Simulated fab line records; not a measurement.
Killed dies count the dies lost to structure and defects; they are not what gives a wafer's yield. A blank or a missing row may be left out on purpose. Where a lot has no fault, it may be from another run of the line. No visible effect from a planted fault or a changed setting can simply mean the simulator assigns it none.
fab line records ; flow nandHarc
record lots=5; wafers=15; lastDay=24
route steps=1159 shown A_CONTACT@902 END@1159
lots untouched by any fault: they come from a run of this same line in which no faults occurred
startH: hours from the record's first day to the start of the lot's first wafer shown ; waitH: hours elapsed since this lot's preceding step ; " repeats the value in the row above ; L1.1+2: several wafers, shown together as one row ; - no value, or no start was given ; * or withheld: withheld ; < > ~ a bound
route shown NAME@n: NAME is a module with steps in the file, n the number in the route of the first one ; usual: the fault-free wafers' mean and standard deviation ; same: alike in all rows ; chamber/n: place in a boat ; sites: readings site by site ; _std_site: their standard deviation ; _edge_site: outer sites' mean less inner sites' ; radiusMm: for every site, how far away it sits from the centre of the wafer ; mask NAME#n: copy n ; behind: the last tool/chamber to shape the wafer ; hold: cause of the lot's hold/its duration in hours/its outcome ; device: names the non-switching transistor (n, p or np) ; end of line: the route-end tests of the same wafers ; where a step has no rows: the recipe by itself ; killed: the dies lost at the first sort to structure and to defects; this is not the yield of the wafer ; map: shows each die of a wafer: x if killed, . if not, _ if none is there
set.NAME: the setting the step ran with; set.NAME@STEP: the setting that earlier step ran with ; model.NAME: the simulator's own value behind a step, which no gauge read
lots at some steps of the route; a table a step, a row a wafer
services: a tool's chamber out of use, with start hour (startH, from the record's first day; less than 0 if before it), hours out, and reason
## steps
# step NHARC_A_CONTACT_ETCH_77
# recipe targetDepthA=726; timeS=36.3; cf4FlowSccm=100; chf3FlowSccm=30; arFlowSccm=0; rfW=500; biasW=200; chemistry=CF4/CHF3
# step NHARC_A_CONTACT_ETCH_78
# recipe targetDepthA=28000; overEtchFrac=0.3; timeS=728; ionEnergyEv=150; o2FlowSccm=400; cosFlowSccm=20; arFlowSccm=0; rfW=500; biasW=300; chemistry=O2/COS
# usual drypumpMotorCurrentA=5.9/0.41; o2FlowSccm=400.1/1.2; oesProductAu=1.003/0.0075; rfVppV=315.2/2; showerheadPlenumPTorr=3.20/0.12; throttleValvePct=28.330/0.0087
# same overEtchFrac=0.3
lot.wafer;tool;chamber;startH;waitH;drypumpMotorCurrentA;o2FlowSccm;oesProductAu;rfHoursCounterH;rfVppV;showerheadPlenumPTorr;throttleValvePct
L306.3;rieDiel-11;2;-;-;5.8;401.9;1.000;3;314.1;3.09;28.333
L306.4;rieDiel-11;3;-;-;6.5;400.9;1.006;3;311.7;2.92;28.334
L306.1;rieDiel-11;0;-;-;6.0;399.9;1.008;4;314.9;3.17;28.337
L313.1;rieDiel-05;1;-;-;5.3;399.2;1.005;19;317.3;3.27;28.335
L313.3;rieDiel-05;2;-;-;6.2;400.1;1.006;20;316.2;3.21;28.335
L313.6;rieDiel-05;1;-;-;5.3;399.4;0.996;-;316.3;3.27;28.326
L319.1;rieDiel-05;0;-;-;6.4;399.9;1.001;24;317.0;3.24;28.337
L319.4;rieDiel-05;1;-;-;5.3;400.7;0.999;23;315.9;3.27;28.331
L319.2;rieDiel-05;2;-;-;6.2;401.2;0.999;23;314.2;3.21;28.319
L325.2;rieDiel-05;2;-;-;6.2;399.9;0.999;31;314.6;3.20;28.341
L325.6;rieDiel-05;0;-;-;6.3;400.1;1.002;-;314.5;3.24;28.327
L325.5;rieDiel-05;1;-;-;5.3;401.0;0.997;-;317.8;3.27;28.326
L326.2;rieDiel-11;0;-;-;6.0;399.7;1.008;48;312.7;3.15;28.320
L326.5;rieDiel-11;0;-;-;6.0;399.0;1.003;-;314.7;3.15;28.344
L326.6;rieDiel-11;1;-;-;6.2;398.8;1.014;-;315.5;3.20;28.332
# step NHARC_A_CONTACT_ETCH_124
# recipe sourceW=withheld; pressureMtorr=20; biasV=withheld; timeS=140; targetDepthA=7000; arFlowSccm=withheld; c4f8FlowSccm=withheld; o2FlowSccm=withheld; chemistry=C4F8/O2/Ar
lot.wafer;tool;chamber;startH;waitH;rfHoursCounterH
L306.1;harCapEtch-03;1;385.90;-;85
L306.4;harCapEtch-03;0;385.90;-;-
L306.3;harCapEtch-03;1;385.90;-;-
L313.1;harCapEtch-01;0;447.48;-;70
L313.3;harCapEtch-01;0;447.48;-;-
L313.6;harCapEtch-01;0;447.48;-;-
L319.1;harCapEtch-03;0;464.09;-;100
L319.2;harCapEtch-03;1;464.09;-;100
L319.4;harCapEtch-03;0;464.09;-;-
L325.2;harCapEtch-03;1;508.40;-;106
L325.5;harCapEtch-03;0;508.40;-;-
L325.6;harCapEtch-03;1;508.40;-;-
L326.2;harCapEtch-02;0;511.85;-;32
L326.6;harCapEtch-02;1;511.85;-;-
L326.5;harCapEtch-02;0;511.85;-;-
# step NHARC_A_CONTACT_ETCH_125
# recipe sourceW=withheld; pressureMtorr=20; biasV=1200; timeS=155; targetDepthA=9560; arFlowSccm=withheld; c4f8FlowSccm=withheld; o2FlowSccm=withheld; chemistry=C4F8/O2/Ar
# step NHARC_A_CONTACT_ETCH_126
# recipe sourceW=withheld; pressureMtorr=20; biasV=1200; timeS=155; targetDepthA=9560; arFlowSccm=withheld; c4f8FlowSccm=withheld; o2FlowSccm=withheld; chemistry=C4F8/O2/Ar
lot.wafer;tool;chamber;startH;waitH;rfHoursCounterH
L306.1;harCapEtch-03;1;386.23;0.1;86
L306.4;harCapEtch-03;0;386.23;0.1;-
L306.3;harCapEtch-03;1;386.23;0.1;-
L313.1;harCapEtch-01;0;447.82;0.1;70
L313.3;harCapEtch-01;0;447.82;0.1;-
L313.6;harCapEtch-01;0;447.82;0.1;-
L319.1;harCapEtch-03;0;464.43;0.1;100
L319.2;harCapEtch-03;1;464.43;0.1;100
L319.4;harCapEtch-03;0;464.43;0.1;-
L325.2;harCapEtch-03;1;508.73;0.1;107
L325.5;harCapEtch-03;0;508.73;0.1;-
L325.6;harCapEtch-03;1;508.73;0.1;-
L326.2;harCapEtch-02;0;512.18;0.1;32
L326.6;harCapEtch-02;1;512.18;0.1;-
L326.5;harCapEtch-02;0;512.18;0.1;-
# step NHARC_A_CONTACT_ETCH_127
# recipe sourceW=withheld; pressureMtorr=20; biasV=1200; timeS=155; targetDepthA=9560; arFlowSccm=withheld; c4f8FlowSccm=withheld; o2FlowSccm=withheld; chemistry=C4F8/O2/Ar
# step NHARC_A_CONTACT_ETCH_128
# recipe sourceW=withheld; pressureMtorr=20; biasV=1200; timeS=155; targetDepthA=9560; arFlowSccm=withheld; c4f8FlowSccm=withheld; o2FlowSccm=withheld; chemistry=C4F8/O2/Ar
# step NHARC_A_CONTACT_ETCH_129
# recipe sourceW=withheld; pressureMtorr=20; biasV=1200; timeS=155; targetDepthA=9560; arFlowSccm=withheld; c4f8FlowSccm=withheld; o2FlowSccm=withheld; chemistry=C4F8/O2/Ar
# step NHARC_A_CONTACT_ETCH_130
# recipe sourceW=withheld; pressureMtorr=20; biasV=1200; timeS=155; targetDepthA=9560; arFlowSccm=withheld; c4f8FlowSccm=withheld; o2FlowSccm=withheld; chemistry=C4F8/O2/Ar
# step NHARC_A_CONTACT_ETCH_131
# recipe sourceW=withheld; pressureMtorr=20; biasV=1200; timeS=155; targetDepthA=9560; arFlowSccm=withheld; c4f8FlowSccm=withheld; o2FlowSccm=withheld; chemistry=C4F8/O2/Ar
lot.wafer;tool;chamber;startH;waitH;rfHoursCounterH
L306.1;harCapEtch-03;1;386.94;0.1;86
L306.4;harCapEtch-03;0;386.94;0.1;-
L306.3;harCapEtch-03;1;386.94;0.1;-
L313.1;harCapEtch-01;0;448.53;0.1;71
L313.3;harCapEtch-01;0;448.53;0.1;-
L313.6;harCapEtch-01;0;448.53;0.1;-
L319.1;harCapEtch-03;0;465.14;0.1;101
L319.2;harCapEtch-03;1;465.14;0.1;101
L319.4;harCapEtch-03;0;465.14;0.1;-
L325.2;harCapEtch-03;1;509.44;0.1;107
L325.5;harCapEtch-03;0;509.44;0.1;-
L325.6;harCapEtch-03;1;509.44;0.1;-
L326.2;harCapEtch-02;0;512.89;0.1;33
L326.6;harCapEtch-02;1;512.89;0.1;-
L326.5;harCapEtch-02;0;512.89;0.1;-
# step NHARC_A_CONTACT_ETCH_132
# recipe sourceW=withheld; pressureMtorr=20; biasV=1200; timeS=156; targetDepthA=9580; arFlowSccm=withheld; c4f8FlowSccm=withheld; o2FlowSccm=withheld; chemistry=C4F8/O2/Ar
# step NHARC_A_CONTACT_ETCH_133
# recipe sourceW=withheld; pressureMtorr=20; biasV=400; timeS=195; targetDepthA=8400; arFlowSccm=withheld; c4f8FlowSccm=11.5; o2FlowSccm=7.2; chemistry=C4F8/O2/Ar
lot.wafer;tool;chamber;startH;waitH;rfHoursCounterH
L306.1;harCapEtch-03;1;387.25;0.1;87
L306.4;harCapEtch-03;0;387.25;0.1;-
L306.3;harCapEtch-03;1;387.25;0.1;-
L313.1;harCapEtch-01;0;448.83;0.1;71
L313.3;harCapEtch-01;0;448.83;0.1;-
L313.6;harCapEtch-01;0;448.83;0.1;-
L319.1;harCapEtch-03;0;465.42;0.1;101
L319.2;harCapEtch-03;1;465.42;0.1;101
L319.4;harCapEtch-03;0;465.42;0.1;-
L325.2;harCapEtch-03;1;509.75;0.1;107
L325.5;harCapEtch-03;0;509.75;0.1;-
L325.6;harCapEtch-03;1;509.75;0.1;-
L326.2;harCapEtch-02;0;513.19;0.1;33
L326.6;harCapEtch-02;1;513.19;0.1;-
L326.5;harCapEtch-02;0;513.19;0.1;-
# step NHARC_A_CONTACT_ETCH_91
# recipe targetDepthA=400; overEtchFrac=0.5; timeS=85.7; ionEnergyEv=120; ch3fFlowSccm=50; o2FlowSccm=30; arFlowSccm=200; rfW=500; biasW=100; chemistry=CH3F/O2
# usual drypumpMotorCurrentA=5.9/0.39; o2FlowSccm=30.01/0.092; oesProductAu=0.946/0.029; rfVppV=245.0/1.6; showerheadPlenumPTorr=2.51/0.1; throttleValvePct=20.664/0.009
# same overEtchFrac=0.5
lot.wafer;tool;chamber;startH;waitH;drypumpMotorCurrentA;o2FlowSccm;oesProductAu;rfHoursCounterH;rfVppV;showerheadPlenumPTorr;throttleValvePct
L306.3;rieDiel-11;0;387.77;0.4;6.0;30.08;0.940;5;245.7;2.50;20.673
L306.1;rieDiel-11;1;387.77;0.4;6.1;29.95;0.933;5;244.3;2.54;20.671
L306.4;rieDiel-11;3;387.77;0.4;6.5;29.88;0.944;4;241.3;2.29;20.667
L313.3;rieDiel-05;1;449.35;0.4;5.3;29.87;0.937;19;245.0;2.58;20.646
L313.1;rieDiel-05;0;449.35;0.4;6.3;29.85;0.936;20;246.5;2.56;20.660
L313.6;rieDiel-05;1;449.35;0.4;5.3;29.93;0.925;-;246.6;2.58;20.648
L319.1;rieDiel-05;0;465.99;0.5;6.3;30.02;0.731;25;245.1;2.55;20.654
L319.4;rieDiel-05;1;465.99;0.5;5.3;30.03;0.928;23;246.1;2.58;20.658
L319.2;rieDiel-05;2;465.99;0.5;6.2;30.09;0.922;23;246.6;2.53;20.667
L325.2;rieDiel-08;2;510.31;0.5;5.3;29.71;0.928;12;246.1;2.60;20.672
L325.5;rieDiel-08;3;510.31;0.5;5.5;29.94;0.920;-;242.3;2.35;20.650
L325.6;rieDiel-08;0;510.31;0.5;6.2;30.02;0.922;-;244.1;2.52;20.655
L326.2;rieDiel-08;1;513.72;0.5;5.6;30.05;0.941;12;246.1;2.66;20.665
L326.5;rieDiel-08;0;513.72;0.5;6.2;30.17;0.932;-;245.1;2.52;20.658
L326.6;rieDiel-08;1;513.72;0.5;5.6;30.09;0.942;-;245.9;2.66;20.658
# step NHARC_A_CONTACT_ETCH_97
# recipe targetDepthA=200; overEtchFrac=0.5; timeS=10; ionEnergyEv=250; c4f6FlowSccm=25; o2FlowSccm=20; arFlowSccm=500; rfW=600; biasW=500; chemistry=C4F6/O2
# step NHARC_END_SORT_01
# recipe tempC=25
# usual killedAtArray=27/10; killedAtOther=0.6/1; killedAtPeriphery=3.4/2.7; killedDies=31/9.7; killedOpen=3.4/1.7; killedShort=2.2/1.5
# same grossDies=677
lot.wafer;tool;chamber;startH;waitH;killedAtArray;killedAtOther;killedAtPeriphery;killedDies;killedOpen;killedShort
L325.5;prober-02;0;578.02;3.7;43;0;4;47;4;0
# killed by level:class
L325.5 A_SLIT:chamberFilmFlake=21 A_CHANNEL_HOLE_D1:chamberFilmFlake=15 A_CONTACT:chamberFilmFlake=3 P_GATE:geometricParticle:open=1 P_M2:geometricParticle:open=1 A_BLC:geometricParticle:open=1 A_M0:geometricParticle:open=1 P_GATE:chamberFilmFlake=1
## services
tool;chamber;startH;hours;kind
rieDiel-11;-;366.51;9.0;pm
rieDiel-05;0;374.12;-;clean
rieDiel-05;1;374.12;-;clean
rieDiel-05;2;374.12;-;clean
rieDiel-05;3;374.12;-;clean
rieDiel-05;0;398.63;-;clean
rieDiel-05;1;398.63;-;clean
rieDiel-05;2;398.63;-;clean
rieDiel-05;3;398.63;-;clean
rieDiel-08;2;418.57;3.9;repair
rieDiel-05;0;423.17;-;clean
rieDiel-05;1;423.17;-;clean
rieDiel-05;2;423.17;-;clean
rieDiel-05;3;423.17;-;clean
rieDiel-05;3;433.93;4.6;repair
rieDiel-08;2;440.89;3.3;repair
rieDiel-05;0;447.73;-;clean
rieDiel-05;1;447.73;-;clean
rieDiel-05;2;447.73;-;clean
rieDiel-05;3;447.73;-;clean
rieDiel-08;-;479.31;9.0;pm
harCapEtch-01;-;481.07;0.2;repair
rieDiel-05;3;497.47;16.2;repair
harCapEtch-02;-;509.96;0.2;repair
## key
firstSign step=NHARC_A_CONTACT_ETCH_91; reading=oesProductAu; direction=down; sigmas=7.3; usual=0.946; struck=0.731
effect none on later readings
metAt NHARC_A_CONTACT_ETCH_91
struckWafers L319.1
testerLeftOut L319
onsetBetween 449.35 465.99
fault kind=processParameterDrift; tool=rieDiel-05; chamber=0; onsetH=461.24; steps=NHARC_A_CONTACT_ETCH_91; channel=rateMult; offset=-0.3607; shape=step; endH=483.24
# testerLeftOut: of these lots the tester's yield and bins aren't shown, on N5 and GAA mostly nor the transistor test; their killed dies are dies lost to structure and defects alone, not to doping, threshold or leakage, so they don't give the yield
